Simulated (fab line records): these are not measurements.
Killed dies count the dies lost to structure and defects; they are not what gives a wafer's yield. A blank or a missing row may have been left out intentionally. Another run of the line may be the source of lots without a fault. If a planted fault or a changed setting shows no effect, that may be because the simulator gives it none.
Chamber matching :: flow n5 finfet :: ald sin-02 running N5_FIN_SAQP_SPACER2_ALD_28: 3 sister chambers
The step deposits SiO2, target thk 8.1 nm, pulse time 1 s, purge time 2 s. 6 wafers are shown with their chamber, then 6 later ones without.

WAFERS, EACH WITH ITS CHAMBER
wafer: L084.1
chamber: 3
heater power w (W): 535
chamber pressure Torr (Torr): 2.001

wafer: L084.5
chamber: 0
heater power w (W): 422
chamber pressure Torr (Torr): 2.009

wafer: L086.3
chamber: 0
heater power w (W): 388
chamber pressure Torr (Torr): 1.996

wafer: L086.4
chamber: 3
heater power w (W): 472
chamber pressure Torr (Torr): 1.996

wafer: L086.5
chamber: 1
heater power w (W): 467
chamber pressure Torr (Torr): 2.003

wafer: L087.2
chamber: 1
heater power w (W): 476
chamber pressure Torr (Torr): 1.991

WAFERS MISSING THEIR CHAMBER
wafer: L087.3
heater power w (W): 396
chamber pressure Torr (Torr): 2.001

wafer: L087.5
heater power w (W): 382
chamber pressure Torr (Torr): 2.006

wafer: L095.2
heater power w (W): 469
chamber pressure Torr (Torr): 1.990

wafer: L096.1
heater power w (W): 474
chamber pressure Torr (Torr): 1.996

wafer: L096.3
heater power w (W): 466
chamber pressure Torr (Torr): 1.996

wafer: L096.4
heater power w (W): 385
chamber pressure Torr (Torr): 2.002

WHICH CHAMBER EACH WENT THROUGH
wafer: L087.3
from the rows above: 0
in truth: 0

wafer: L087.5
from the rows above: 0
in truth: 0

wafer: L095.2
from the rows above: can't be placed: 1 or 3 or 0
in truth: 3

wafer: L096.1
from the rows above: can't be placed: 1 or 3
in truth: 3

wafer: L096.3
from the rows above: can't be placed: 1 or 3
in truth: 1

wafer: L096.4
from the rows above: 0
in truth: 0
Correctly placed: 3 of 6. Cannot be placed on the basis of these rows: 3; the candidates contain the true chamber in 3. Placed wrongly: 0.
How it was worked out, from the rows above alone: a wafer's distance from a chamber is the root of the sum, over the readings, of the square of ((its reading less the chamber's mean) divided by the reading's scatter). If the next closest chamber is less than 2 further off than the closest, the wafer can't be placed; otherwise it belongs to the closest. A chamber's mean is the mean of its shown wafers. The scatter is the square root of a quotient: the sum, over the shown wafers, of each reading's squared deviation from its chamber's mean, divided by wafers minus chambers.
